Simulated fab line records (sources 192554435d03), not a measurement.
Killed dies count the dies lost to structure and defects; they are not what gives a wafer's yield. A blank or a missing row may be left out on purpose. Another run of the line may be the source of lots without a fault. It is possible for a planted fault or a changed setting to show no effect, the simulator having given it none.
fab line records | flow n5_finfet | part 1 of 2: steps 1 to 4 of 6
record lots=23 | wafers=69 | last_day=19
route steps=1938 shown BEOL_M3@980 BEOL_M4@1036
lots with no fault: from the same line, run without faults
start_h: start of the lot's first displayed wafer, in hours after the record's first day | wait_h: how many hours have passed since the lot's step before this one | " identical to the entry in the row above | L1.1+2: a row that stands for several wafers | - either no value or no given start | * or withheld: withheld | < > ~ a bound
route shown NAME@n: a module of which the file shows steps, and the number in the route of the first | usual: mean/standard deviation of fault-free wafers | same: alike in all rows | chamber/n: place in a boat | sites: per-site readings | _std_site: how widely they spread, as a standard deviation | _edge_site: mean of outer sites minus mean of inner sites | radius_mm: how far each site lies from the wafer's centre | mask NAME#n: copy n | behind: the last tool/chamber to shape the wafer | hold: the reason the lot was held/the length of the hold in hours/how it ended | device: names the non-switching transistor (n, p or np) | end of line: the tests these same wafers got at the end of their route | step lacking rows: just its recipe | killed: at the first sort, the dies lost to defects and structure; wafer yield is something else | map: shows each die of a wafer: x if killed, . if not, _ if none is there
set.NAME: the setting the step ran with; set.NAME@STEP: the setting that earlier step ran with | model.NAME: the simulator's own value behind a step, which no gauge read
steps of the route over a sample of lots; a table a step, a row a wafer
services: a tool's chamber out of use, with start hour (start_h, from the record's first day; less than 0 if before it), hours out, and reason
## steps
# step N5_BEOL_M3_TRENCH_ETCH_37
# recipe chemistry=C4F6/O2 | target_depth_a=555.55 | target=SiOC | time_s=29.2 | ion_energy_ev=250 | pressure_mtorr=30 | source_w=355 | bias_w=185 | Ar_flow_sccm=300 | C4F6_flow_sccm=10 | O2_flow_sccm=10
# usual drypump_motor_current_A=5.7/0.35 | oes_product_au=0.75/0.073 | rf_vpp_V=666/11 | showerhead_plenum_p_Torr=2.86/0.09 | throttle_valve_pct=21.08/0.2
lot.wafer | tool        | chamber | start_h | wait_h | drypump_motor_current_A | oes_product_au | rf_hours_counter_h | rf_vpp_V | showerhead_plenum_p_Torr | throttle_valve_pct
L075.2    | rie_diel-03 | 0       | -       | -      | 5.4                     | 0.75           | 173                | 673      | 2.85                     | 20.99
L075.3    | "           | 3       | "       | "      | 5.4                     | 0.74           | 191                | 657      | 2.83                     | 21.24
L075.5    | "           | 1       | "       | "      | 5.9                     | 0.71           | -                  | 678      | 2.68                     | 21.22
L074.2    | rie_diel-03 | 2       | -       | -      | 5.4                     | 0.76           | 142                | 664      | 2.84                     | 21.13
L074.3    | "           | 3       | "       | "      | 5.5                     | 0.73           | 193                | 656      | 2.83                     | 21.24
L074.6    | "           | 2       | "       | "      | 5.3                     | 0.76           | -                  | 661      | 2.83                     | 21.11
L076.1    | rie_diel-01 | 3       | -       | -      | 6.4                     | 0.74           | 180                | 671      | 2.71                     | 20.86
L076.4    | "           | 1       | "       | "      | 6.1                     | 0.75           | 179                | 667      | 2.84                     | 21.13
L076.5    | "           | 2       | "       | "      | 5.5                     | 0.75           | -                  | 665      | 2.93                     | 21.13
L077.3    | rie_diel-02 | 3       | -       | -      | 5.0                     | 0.95           | 19                 | 682      | 3.05                     | 21.07
L077.5    | "           | 2       | "       | "      | 5.6                     | 0.72           | -                  | 644      | 2.83                     | 21.23
L077.6    | "           | 3       | "       | "      | 5.1                     | 0.95           | -                  | 683      | 3.05                     | 21.09
L078.1    | rie_diel-03 | 0       | -       | -      | 5.4                     | 0.74           | 181                | 674      | 2.85                     | 21.01
L078.2    | "           | 3       | "       | "      | 5.5                     | 0.74           | 198                | 657      | 2.83                     | 21.26
L078.3    | "           | 2       | "       | "      | 5.3                     | 0.75           | 147                | 660      | 2.83                     | 21.12
L079.2    | rie_diel-02 | 1       | -       | -      | 5.6                     | 0.72           | 190                | 674      | 2.94                     | 21.08
L079.4    | "           | 2       | "       | "      | 5.6                     | 0.72           | 198                | 643      | 2.83                     | 21.22
L079.6    | "           | 3       | "       | "      | 5.0                     | 0.93           | -                  | 683      | 3.05                     | 21.08
L081.2    | rie_diel-01 | 3       | -       | -      | 6.4                     | 0.73           | 188                | 670      | 2.70                     | 20.87
L081.3    | "           | 0       | "       | "      | 5.8                     | 0.72           | 192                | 664      | 2.85                     | 21.16
L081.5    | "           | 3       | "       | "      | 6.5                     | 0.73           | -                  | 671      | 2.70                     | 20.90
L080.1    | rie_diel-02 | 1       | -       | -      | 5.6                     | 0.72           | 191                | 674      | 2.94                     | 21.08
L080.2    | "           | 3       | "       | "      | 5.1                     | 0.95           | 24                 | 682      | 3.05                     | 21.09
L080.6    | "           | 1       | "       | "      | 5.6                     | 0.72           | -                  | 674      | 2.94                     | 21.09
L082.4    | rie_diel-03 | 1       | -       | -      | 5.9                     | 0.95           | 6                  | 689      | 3.01                     | 20.90
L082.5    | "           | 2       | "       | "      | 5.4                     | 0.76           | -                  | 661      | 2.83                     | 21.13
L082.6    | "           | 3       | "       | "      | 5.5                     | 0.73           | -                  | 655      | 2.83                     | 21.26
L084.1    | rie_diel-02 | 0       | -       | -      | 5.8                     | 0.84           | 62                 | 668      | 2.78                     | 20.48
L084.4    | "           | 3       | "       | "      | 5.1                     | 0.93           | 27                 | 682      | 3.05                     | 21.10
L084.6    | "           | 0       | "       | "      | 5.8                     | 0.84           | -                  | 669      | 2.78                     | 20.49
L083.2    | rie_diel-01 | 0       | -       | -      | 5.7                     | 0.71           | 198                | 663      | 2.84                     | 21.17
L083.3    | "           | 2       | "       | "      | 5.5                     | 0.73           | 177                | 664      | 2.92                     | 21.13
L083.5    | "           | 1       | "       | "      | 6.1                     | 0.73           | -                  | 667      | 2.83                     | 21.14
L085.2    | rie_diel-01 | 0       | -       | -      | 5.8                     | 0.71           | 198                | 663      | 2.84                     | 21.17
L085.3    | "           | 1       | "       | "      | 6.0                     | 0.74           | 193                | 668      | 2.83                     | 21.13
L085.6    | "           | 3       | "       | "      | 6.4                     | 0.72           | -                  | 671      | 2.70                     | 20.89
L086.2    | rie_diel-02 | 0       | -       | -      | 5.7                     | 0.83           | 69                 | 669      | 2.78                     | 20.48
L086.3    | "           | 1       | "       | "      | 5.6                     | 0.71           | 202                | 673      | 2.94                     | 21.10
L086.4    | "           | 3       | "       | "      | 5.1                     | 0.92           | 34                 | 683      | 3.04                     | 21.10
L088.2    | rie_diel-02 | 0       | -       | -      | 5.8                     | 0.84           | 71                 | 668      | 2.78                     | 20.49
L088.5    | "           | 3       | "       | "      | 5.1                     | 0.92           | -                  | 685      | 3.04                     | 21.11
L088.6    | "           | 2       | "       | "      | 5.7                     | 0.71           | -                  | 644      | 2.83                     | 21.24
L087.1    | rie_diel-01 | 1       | -       | -      | 6.0                     | 0.73           | 204                | 670      | 2.83                     | 21.17
L087.2    | "           | 3       | "       | "      | 6.5                     | 0.71           | 205                | 672      | 2.70                     | 20.93
L087.6    | "           | 1       | "       | "      | 6.1                     | 0.73           | -                  | 668      | 2.83                     | 21.15
L091.3    | rie_diel-01 | 3       | -       | -      | 6.4                     | 0.71           | 207                | 671      | 2.70                     | 20.90
L091.4    | "           | 1       | "       | "      | 6.0                     | 0.71           | 207                | 667      | 2.83                     | 21.18
L091.6    | "           | 3       | "       | "      | 6.5                     | 0.71           | -                  | 672      | 2.70                     | 20.91
L089.2    | rie_diel-02 | 3       | -       | -      | 5.0                     | 0.91           | 40                 | 682      | 3.04                     | 21.11
L089.4    | "           | 2       | "       | "      | 5.6                     | 0.70           | 216                | 644      | 2.82                     | 21.25
L089.5    | "           | 2       | "       | "      | 5.7                     | 0.70           | -                  | 645      | 2.82                     | 21.25
L090.2    | rie_diel-02 | 2       | -       | -      | 5.6                     | 0.69           | 219                | 645      | 2.82                     | 21.25
L090.3    | "           | 1       | "       | "      | 5.6                     | 0.71           | 210                | 674      | 2.93                     | 21.10
L090.4    | "           | 0       | "       | "      | 5.8                     | 0.82           | 76                 | 670      | 2.77                     | 20.50
L093.1    | rie_diel-01 | 2       | -       | -      | 5.5                     | 0.72           | 197                | 663      | 2.91                     | 21.17
L093.2    | "           | 1       | "       | "      | 6.1                     | 0.72           | 213                | 667      | 2.82                     | 21.18
L093.4    | "           | 3       | "       | "      | 6.4                     | 0.71           | 213                | 672      | 2.69                     | 20.90
L094.1    | rie_diel-03 | 1       | -       | -      | 5.9                     | 0.89           | 30                 | 687      | 3.00                     | 20.92
L094.2    | "           | 0       | "       | "      | 5.4                     | 0.72           | 208                | 673      | 2.84                     | 21.05
L094.3    | "           | 2       | "       | "      | 5.4                     | 0.72           | 176                | 660      | 2.82                     | 21.16
L095.1    | rie_diel-03 | 3       | -       | -      | 5.5                     | 0.71           | 229                | 654      | 2.82                     | 21.31
L095.4    | "           | 0       | "       | "      | 5.4                     | 0.71           | 209                | 673      | 2.84                     | 21.05
L095.5    | "           | 2       | "       | "      | 5.4                     | 0.73           | -                  | 661      | 2.82                     | 21.16
L096.3    | rie_diel-01 | 2       | -       | -      | 5.5                     | 0.71           | 207                | 662      | 2.91                     | 21.16
L096.5    | "           | 0       | "       | "      | 5.7                     | 0.69           | -                  | 665      | 2.83                     | 21.22
L096.6    | "           | 1       | "       | "      | 6.0                     | 0.70           | -                  | 668      | 2.82                     | 21.19
L097.1    | rie_diel-02 | 2       | -       | -      | 5.7                     | 0.69           | 233                | 643      | 2.81                     | 21.27
L097.5    | "           | 1       | "       | "      | 5.6                     | 0.71           | -                  | 674      | 2.93                     | 21.14
L097.6    | "           | 0       | "       | "      | 5.8                     | 0.82           | -                  | 667      | 2.77                     | 20.54
# step N5_BEOL_M3_SPUTTER_88
# recipe material=Cu | target_thk_a=45 | temp_c=-20 | chamber_pressure_pa=0.07 | power_w=withheld | time_s=8.29
# usual chuck_gas_flow_sccm=1.26/0.056 | throttle_valve_pct=30.7/0.97
lot.wafer | tool           | chamber | start_h | wait_h | chuck_gas_flow_sccm | throttle_valve_pct
L075.2    | pvd_sputter-02 | -       | 163.23  | 0.1    | 1.31                | 29.9
L075.3    | "              | -       | "       | "      | 1.27                | 30.3
L075.5    | "              | -       | "       | "      | 1.26                | 30.1
L074.2    | pvd_sputter-02 | -       | 168.79  | 0.1    | 1.23                | 30.5
L074.3    | "              | -       | "       | "      | 1.22                | 31.6
L074.6    | "              | -       | "       | "      | 1.30                | 31.6
L076.1    | pvd_sputter-01 | -       | 174.59  | 0.1    | 1.24                | 30.5
L076.4    | "              | -       | "       | "      | 1.39                | 29.9
L076.5    | "              | -       | "       | "      | 1.27                | 30.6
L077.3    | pvd_sputter-02 | -       | 181.35  | 0.1    | 1.19                | 30.4
L077.5    | "              | -       | "       | "      | 1.22                | 29.8
L077.6    | "              | -       | "       | "      | 1.26                | 32.1
L078.1    | pvd_sputter-01 | -       | 181.92  | 0.1    | 1.25                | 30.9
L078.2    | "              | -       | "       | "      | 1.29                | 29.7
L078.3    | "              | -       | "       | "      | 1.31                | 30.7
L079.2    | pvd_sputter-02 | -       | 196.29  | 0.1    | 1.29                | 30.2
L079.4    | "              | -       | "       | "      | 1.33                | 32.5
L079.6    | "              | -       | "       | "      | 1.30                | 31.6
L081.2    | pvd_sputter-03 | -       | 201.27  | 0.1    | 1.27                | 28.9
L081.3    | "              | -       | "       | "      | 1.18                | 30.8
L081.5    | "              | -       | "       | "      | 1.27                | 30.5
L080.1    | pvd_sputter-03 | -       | 204.47  | 0.1    | 1.23                | 30.9
L080.2    | "              | -       | "       | "      | 1.26                | 30.5
L080.6    | "              | -       | "       | "      | 1.33                | 30.4
L082.4    | pvd_sputter-03 | -       | 206.31  | 0.1    | 1.25                | 28.8
L082.5    | "              | -       | "       | "      | 1.18                | 30.8
L082.6    | "              | -       | "       | "      | 1.26                | 28.9
L084.1    | pvd_sputter-03 | -       | 216.36  | 0.1    | 1.26                | 30.3
L084.4    | "              | -       | "       | "      | 1.17                | 30.7
L084.6    | "              | -       | "       | "      | 1.22                | 28.9
L083.2    | pvd_sputter-03 | -       | 227.45  | 0.1    | 1.31                | 31.2
L083.3    | "              | -       | "       | "      | 1.26                | 28.8
L083.5    | "              | -       | "       | "      | 1.17                | 30.9
L085.2    | pvd_sputter-01 | -       | 230.60  | 0.1    | 1.29                | 29.5
L085.3    | "              | -       | "       | "      | 1.28                | 30.7
L085.6    | "              | -       | "       | "      | 1.21                | 30.7
L086.2    | pvd_sputter-01 | -       | 249.39  | 0.1    | 1.32                | 32.0
L086.3    | "              | -       | "       | "      | 1.32                | 29.5
L086.4    | "              | -       | "       | "      | 1.32                | 30.7
L088.2    | pvd_sputter-02 | -       | 253.55  | 0.1    | 1.28                | 29.9
L088.5    | "              | -       | "       | "      | 1.43                | 32.3
L088.6    | "              | -       | "       | "      | 1.28                | 30.2
L087.1    | pvd_sputter-02 | -       | 263.77  | 0.1    | 1.21                | 32.4
L087.2    | "              | -       | "       | "      | 1.29                | 30.2
L087.6    | "              | -       | "       | "      | 1.34                | 31.6
L091.3    | pvd_sputter-01 | -       | 269.28  | 0.1    | 1.23                | 32.0
L091.4    | "              | -       | "       | "      | 1.28                | 30.8
L091.6    | "              | -       | "       | "      | 1.27                | 30.5
L089.2    | pvd_sputter-01 | -       | 273.58  | 0.1    | 1.26                | 30.7
L089.4    | "              | -       | "       | "      | 1.22                | 29.5
L089.5    | "              | -       | "       | "      | 1.27                | 30.5
L090.2    | pvd_sputter-03 | -       | 282.47  | 0.1    | 1.30                | 31.4
L090.3    | "              | -       | "       | "      | 1.26                | 31.0
L090.4    | "              | -       | "       | "      | 1.21                | 30.2
L093.1    | pvd_sputter-01 | -       | 287.57  | 0.1    | 1.27                | 30.9
L093.2    | "              | -       | "       | "      | 1.28                | 32.3
L093.4    | "              | -       | "       | "      | 1.22                | 30.5
L094.1    | pvd_sputter-01 | -       | 300.43  | 0.1    | 1.23                | 30.9
L094.2    | "              | -       | "       | "      | 1.38                | 32.3
L094.3    | "              | -       | "       | "      | 1.15                | 29.6
L095.1    | pvd_sputter-03 | -       | 303.91  | 0.1    | 1.25                | 30.9
L095.4    | "              | -       | "       | "      | 1.32                | 30.6
L095.5    | "              | -       | "       | "      | 1.31                | 30.8
L096.3    | pvd_sputter-03 | -       | 317.36  | 0.1    | 1.29                | 28.9
L096.5    | "              | -       | "       | "      | 1.28                | 31.1
L096.6    | "              | -       | "       | "      | 1.17                | 31.0
L097.1    | pvd_sputter-03 | -       | 324.90  | 0.1    | 1.22                | 30.2
L097.5    | "              | -       | "       | "      | 1.17                | 30.8
L097.6    | "              | -       | "       | "      | 1.21                | 30.9
# step N5_BEOL_M3_RS_MEAS_58
# recipe thk_meas_gauge=four-point-probe | reads=Co_of_BEOL_M3_CO_CAP_55+Cu_of_BEOL_M3_ECD_50+Co_of_BEOL_M3_CVD_47+TaN_of_BEOL_M3_ALD_84
# usual M3_RS=0.69/0.033
lot.wafer | tool          | chamber | start_h | wait_h | M3_RS[ohm/sq]
L075.2    | film_metro-02 | -       | 166.68  | 0.1    | 0.71
L075.3    | "             | -       | "       | "      | 0.73
L075.5    | "             | -       | "       | "      | 0.64
L074.2    | film_metro-02 | -       | 170.72  | 0.1    | 0.64
L074.3    | "             | -       | "       | "      | 0.67
L074.6    | "             | -       | "       | "      | 0.66
L076.1    | film_metro-02 | -       | 176.65  | 0.1    | 0.76
L076.4    | "             | -       | "       | "      | 0.70
L076.5    | "             | -       | "       | "      | 0.66
L077.3    | film_metro-02 | -       | 187.99  | 0.1    | 0.73
L077.5    | "             | -       | "       | "      | 0.68
L077.6    | "             | -       | "       | "      | 0.65
L078.1    | film_metro-01 | -       | 188.23  | 0.0    | 0.78
L078.2    | "             | -       | "       | "      | 0.71
L078.3    | "             | -       | "       | "      | 0.74
L079.2    | film_metro-01 | -       | 200.41  | 0.1    | 0.73
L079.4    | "             | -       | "       | "      | 0.69
L079.6    | "             | -       | "       | "      | 0.67
L081.2    | film_metro-02 | -       | 204.28  | 0.1    | 0.67
L081.3    | "             | -       | "       | "      | 0.66
L081.5    | "             | -       | "       | "      | 0.63
L080.1    | film_metro-01 | -       | 207.57  | 0.0    | 0.66
L080.2    | "             | -       | "       | "      | 0.69
L080.6    | "             | -       | "       | "      | 0.68
L082.4    | film_metro-01 | -       | 208.33  | 0.0    | 0.65
L082.5    | "             | -       | "       | "      | 0.63
L082.6    | "             | -       | "       | "      | 0.72
L084.1    | film_metro-02 | -       | 226.00  | 0.1    | 0.68
L084.4    | "             | -       | "       | "      | 0.67
L084.6    | "             | -       | "       | "      | 0.65
L083.2    | film_metro-02 | -       | 230.48  | 0.1    | 0.76
L083.3    | "             | -       | "       | "      | 0.72
L083.5    | "             | -       | "       | "      | 0.70
L085.2    | film_metro-02 | -       | 234.92  | 0.1    | 0.64
L085.3    | "             | -       | "       | "      | 0.69
L085.6    | "             | -       | "       | "      | 0.68
L086.2    | film_metro-02 | -       | 253.59  | 0.1    | 0.71
L086.3    | "             | -       | "       | "      | 0.75
L086.4    | "             | -       | "       | "      | 0.66
L088.2    | film_metro-01 | -       | 255.75  | 0.1    | 0.66
L088.5    | "             | -       | "       | "      | 0.67
L088.6    | "             | -       | "       | "      | 0.66
L087.1    | film_metro-01 | -       | 265.72  | 0.0    | 0.66
L087.2    | "             | -       | "       | "      | 0.67
L087.6    | "             | -       | "       | "      | 0.66
L091.3    | film_metro-01 | -       | 271.23  | 0.1    | 0.68
L091.4    | "             | -       | "       | "      | 0.67
L091.6    | "             | -       | "       | "      | 0.61
L089.2    | film_metro-02 | -       | 275.51  | 0.1    | 0.72
L089.4    | "             | -       | "       | "      | 0.68
L089.5    | "             | -       | "       | "      | 0.66
L090.2    | film_metro-02 | -       | 284.40  | 0.1    | 0.75
L090.3    | "             | -       | "       | "      | 0.69
L090.4    | "             | -       | "       | "      | 0.69
L093.1    | film_metro-02 | -       | 291.59  | 0.0    | 0.68
L093.2    | "             | -       | "       | "      | 0.65
L093.4    | "             | -       | "       | "      | 0.61
L094.1    | film_metro-01 | -       | 302.40  | 0.0    | 0.71
L094.2    | "             | -       | "       | "      | 0.66
L094.3    | "             | -       | "       | "      | 0.68
L095.1    | film_metro-02 | -       | 305.85  | 0.0    | 0.73
L095.4    | "             | -       | "       | "      | 0.72
L095.5    | "             | -       | "       | "      | 0.74
L096.3    | film_metro-01 | -       | 319.28  | 0.1    | 0.70
L096.5    | "             | -       | "       | "      | 0.72
L096.6    | "             | -       | "       | "      | 0.67
L097.1    | film_metro-02 | -       | 326.83  | 0.0    | 0.71
L097.5    | "             | -       | "       | "      | 0.71
L097.6    | "             | -       | "       | "      | 0.71
# step N5_BEOL_M4_INSPECT_13
# recipe mode=adi | inspect_instrument=brightfield
# usual raw_defect_count=394/89
lot.wafer | tool              | chamber | start_h | wait_h | raw_defect_count
L075.2    | defect_inspect-01 | -       | 167.88  | 0.0    | 329
L075.3    | "                 | -       | "       | "      | 328
L075.5    | "                 | -       | "       | "      | 392
L074.2    | defect_inspect-01 | -       | 171.63  | 0.0    | 495
L074.3    | "                 | -       | "       | "      | 449
L074.6    | "                 | -       | "       | "      | 367
L076.1    | defect_inspect-01 | -       | 177.83  | 0.1    | 308
L076.4    | "                 | -       | "       | "      | 386
L076.5    | "                 | -       | "       | "      | 417
L077.3    | defect_inspect-01 | -       | 188.71  | 0.0    | 362
L077.5    | "                 | -       | "       | "      | 492
L077.6    | "                 | -       | "       | "      | 454
L078.1    | defect_inspect-01 | -       | 188.94  | 0.1    | 432
L078.2    | "                 | -       | "       | "      | 508
L078.3    | "                 | -       | "       | "      | 317
L079.2    | defect_inspect-02 | -       | 202.80  | 0.0    | 338
L079.4    | "                 | -       | "       | "      | 278
L079.6    | "                 | -       | "       | "      | 312
L081.2    | defect_inspect-02 | -       | 207.69  | 0.0    | 374
L081.3    | "                 | -       | "       | "      | 263
L081.5    | "                 | -       | "       | "      | 266
L080.1    | defect_inspect-01 | -       | 210.81  | 0.1    | 360
L080.2    | "                 | -       | "       | "      | 421
L080.6    | "                 | -       | "       | "      | 450
L082.4    | defect_inspect-02 | -       | 211.18  | 0.0    | 509
L082.5    | "                 | -       | "       | "      | 332
L082.6    | "                 | -       | "       | "      | 335
L084.1    | defect_inspect-02 | -       | 226.75  | 0.1    | 507
L084.4    | "                 | -       | "       | "      | 676
L084.6    | "                 | -       | "       | "      | 521
L083.2    | defect_inspect-02 | -       | 233.50  | 0.0    | 349
L083.3    | "                 | -       | "       | "      | 481
L083.5    | "                 | -       | "       | "      | 411
L085.2    | defect_inspect-01 | -       | 236.76  | 0.0    | 452
L085.3    | "                 | -       | "       | "      | 410
L085.6    | "                 | -       | "       | "      | 542
L086.2    | defect_inspect-01 | -       | 254.61  | 0.0    | 281
L086.3    | "                 | -       | "       | "      | 442
L086.4    | "                 | -       | "       | "      | 354
L088.2    | defect_inspect-02 | -       | 257.18  | 0.0    | 342
L088.5    | "                 | -       | "       | "      | 350
L088.6    | "                 | -       | "       | "      | 336
L087.1    | defect_inspect-02 | -       | 266.84  | 0.1    | 439
L087.2    | "                 | -       | "       | "      | 495
L087.6    | "                 | -       | "       | "      | 469
L091.3    | defect_inspect-01 | -       | 272.47  | 0.0    | 481
L091.4    | "                 | -       | "       | "      | 328
L091.6    | "                 | -       | "       | "      | 290
L089.2    | defect_inspect-01 | -       | 276.52  | 0.0    | 448
L089.4    | "                 | -       | "       | "      | 370
L089.5    | "                 | -       | "       | "      | 491
L090.2    | defect_inspect-02 | -       | 285.99  | 0.0    | 555
L090.3    | "                 | -       | "       | "      | 553
L090.4    | "                 | -       | "       | "      | 425
L093.1    | defect_inspect-02 | -       | 293.32  | 0.1    | 352
L093.2    | "                 | -       | "       | "      | 383
L093.4    | "                 | -       | "       | "      | 369
L094.1    | defect_inspect-01 | -       | 303.61  | 0.1    | 323
L094.2    | "                 | -       | "       | "      | 443
L094.3    | "                 | -       | "       | "      | 252
L095.1    | defect_inspect-01 | -       | 307.29  | 0.1    | 224
L095.4    | "                 | -       | "       | "      | 209
L095.5    | "                 | -       | "       | "      | 226
L096.3    | defect_inspect-02 | -       | 320.89  | 0.1    | 258
L096.5    | "                 | -       | "       | "      | 225
L096.6    | "                 | -       | "       | "      | 288
L097.1    | defect_inspect-02 | -       | 327.85  | 0.1    | 369
L097.5    | "                 | -       | "       | "      | 267
L097.6    | "                 | -       | "       | "      | 292
